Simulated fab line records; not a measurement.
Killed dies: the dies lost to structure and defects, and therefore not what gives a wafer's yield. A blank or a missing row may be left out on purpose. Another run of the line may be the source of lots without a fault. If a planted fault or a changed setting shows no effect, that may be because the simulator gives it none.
Split-lot experiment | flow n5 finfet | on a route of 1938 steps: 7 lots, 21 wafers read

== SPLIT DETAILS ==
At N5_BEOL_M5_COAT_71 (time 60 s, resist thk 5 nm), the setting spin rpm was moved away from the recipe's 1500 rpm on 9 of the 21 wafers read, by -10.9% to +10.7%. The other wafers ran this setting at the recipe's value.

== FROM THE SPLIT TO THE READING: what the file shows between them, 3 steps ==
- N5_BEOL_M5_COAT_05: resist thk 30 nm
- N5_BEOL_M5_EBR_07
- N5_BEOL_M5_DESCUM_16: chemistry O2, time 7 s

== THE READING ==
etch.depth nm (the simulator's own value, which no gauge read), in nm, at N5_BEOL_M5_ETCH_72 (etches underlayer in N2/H2, target depth 6.5 nm, time 5.2 s). The file gives no usual value for it. Here, 12 wafers ran the recipe; their average is 4.999 nm with a standard deviation of 0.017 nm.

wafer  | tool, chamber at the split | spin rpm as run, rpm | against the recipe | etch.depth nm, nm | against lot-mates on the recipe
L075.1 | litho track-04, 0          | 1337                 | -10.9%             | 5.316             | +0.321
L075.2 | litho track-04, 0          | 1500                 | recipe             | 4.995             | -
L075.4 | litho track-04, 0          | 1337                 | -10.9%             | 5.312             | +0.317
L084.4 | litho track-04, 0          | 1661                 | +10.7%             | 4.75              | no lot-mate on the recipe
L084.5 | litho track-04, 0          | 1661                 | +10.7%             | 4.75              | no lot-mate on the recipe
L084.6 | litho track-04, 0          | 1661                 | +10.7%             | 4.756             | no lot-mate on the recipe
L085.1 | litho track-05, 0          | 1500                 | recipe             | 4.979             | -
L085.3 | litho track-05, 0          | 1642                 | +9.5%              | 4.751             | -0.224
L085.4 | litho track-05, 0          | 1500                 | recipe             | 4.972             | -
L089.1 | litho track-01, 0          | 1500                 | recipe             | 5.033             | -
L089.4 | litho track-01, 0          | 1500                 | recipe             | 5.014             | -
L089.5 | litho track-01, 0          | 1500                 | recipe             | 5.023             | -
L090.1 | litho track-01, 0          | 1609                 | +7.3%              | 4.805             | -0.187
L090.2 | litho track-01, 0          | 1500                 | recipe             | 4.998             | -
L090.3 | litho track-01, 0          | 1500                 | recipe             | 4.985             | -
L091.1 | litho track-05, 0          | 1500                 | recipe             | 4.992             | -
L091.6 | litho track-05, 0          | 1500                 | recipe             | 4.992             | -
L091.2 | litho track-05, 0          | 1500                 | recipe             | 4.991             | -
L097.2 | litho track-04, 0          | 1428                 | -4.8%              | 5.132             | +0.122
L097.3 | litho track-04, 0          | 1500                 | recipe             | 5.01              | -
L097.4 | litho track-04, 0          | 1428                 | -4.8%              | 5.108             | +0.098

THE FIT
A straight line over all 21 wafers: etch.depth nm changes by -0.0257 nm for each +1% of spin rpm; r = -0.99; the points scatter about the line by 0.021 nm.
The same after taking each lot's own level away (the mean of its wafers on the recipe; 18 wafers): -0.0269 nm for each +1%; r = -0.99; scatter 0.015 nm.
Per that fit: largest spin rpm move, reading shift of 0.29 nm.
Measured against the standard deviation above, the lots' own levels, which go from 4.9755 to 5.0233 nm, span 2.8 times it.
Consequently the slope shifts little with the lot-to-lot level, the two slopes agreeing.
Check: for one of the wafers moved furthest among these (-10.9%), held out of the fit, the line's prediction against its lot-mates is +0.284 nm. It came out at +0.321 nm against them.

== ADDITIONAL SPLITS CARRIED BY THESE WAFERS ==
Note: prior to the reading, these wafers also went through further splits. Each is held against what the fit with the lots' levels taken away leaves over:
other split on the same wafers   | wafers away from the commonest value | r with etch.depth nm (lot level and that fit taken away)
N5_BEOL_M4_VIA_ETCH_34 source w  | 9                                    | -0.20
N5_BEOL_M4_TRENCH_ETCH_37 time s | 7                                    | -0.13
N5_BEOL_M5_ILD_DEP_00 time s     | 6                                    | +0.20

== THE WHOLE CHAIN: every reading that the file lists as answering this split, in the file's order ==
step               | what it does                                                | reading                                                                               | change (the file's fit)                | r (the file's)
N5_BEOL_M5_COAT_71 | time 60 s, resist thk 5 nm                                  | underlayer_of_BEOL_M5_COAT_71.thk nm (the simulator's own value, which no gauge read) | -0.0305 nm for each +1% of the setting | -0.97
N5_BEOL_M5_ETCH_72 | etches underlayer in N2/H2, target depth 6.5 nm, time 5.2 s | etch.depth nm (the simulator's own value, which no gauge read)                        | -0.0264 nm for each +1% of the setting | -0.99

== FILE'S OWN FIT ==
etch.depth nm changes by -0.0264 nm for each +1% of spin rpm, r = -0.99.
